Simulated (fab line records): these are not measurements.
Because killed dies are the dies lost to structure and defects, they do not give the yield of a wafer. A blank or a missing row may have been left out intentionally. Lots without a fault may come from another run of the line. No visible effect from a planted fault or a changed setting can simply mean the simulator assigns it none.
Chamber matching ; flow nand harc ; NHARC_A_CONTACT_ETCH_106 on rie diel-07 has 4 sister chambers
The step etches the open film in CF4/O2, target depth 60 nm, overetch 6 nm, time 33 s. 4 wafers are shown with their chamber, then 12 later ones without.

## WAFERS PAIRED WITH THEIR CHAMBERS
wafer;chamber;drypump motor current A (A)
L092.1;1;5.91
L093.1;2;6.17
L093.3;0;5.62
L093.4;3;6.15

## WAFERS WITHOUT THEIR CHAMBER
wafer;drypump motor current A (A)
L096.1;6.16
L096.2;6.15
L096.6;5.87
L094.1;6.18
L094.2;6.18
L094.4;5.88
L095.3;5.64
L095.4;6.18
L095.6;6.18
L097.1;6.20
L097.2;6.17
L097.4;5.62

## WHICH CHAMBER EACH ONE RAN IN
wafer;from the rows above;in truth
L096.1;can't be placed: 2 or 3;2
L096.2;can't be placed: 3 or 2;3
L096.6;1;1
L094.1;can't be placed: 2 or 3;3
L094.2;can't be placed: 2 or 3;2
L094.4;1;1
L095.3;0;0
L095.4;can't be placed: 2 or 3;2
L095.6;can't be placed: 2 or 3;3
L097.1;can't be placed: 2 or 3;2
L097.2;can't be placed: 2 or 3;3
L097.4;0;0
Placed correctly: 4 of 12. These rows do not allow placing 8 (true chamber among the candidates in 8). Wrongly placed: 0.
How it was worked out, from the rows above alone: a wafer's distance from a chamber is the root of the sum, over the readings, of the square of ((its reading less the chamber's mean) divided by the reading's scatter). The wafer belongs to the nearest chamber; if the next one is less than 2 further off, it can't be placed. The mean given for a chamber averages the wafers shown for that chamber. The scatter: root of mean squared gap, hidden wafer to nearest shown wafer, with one shown wafer a chamber.
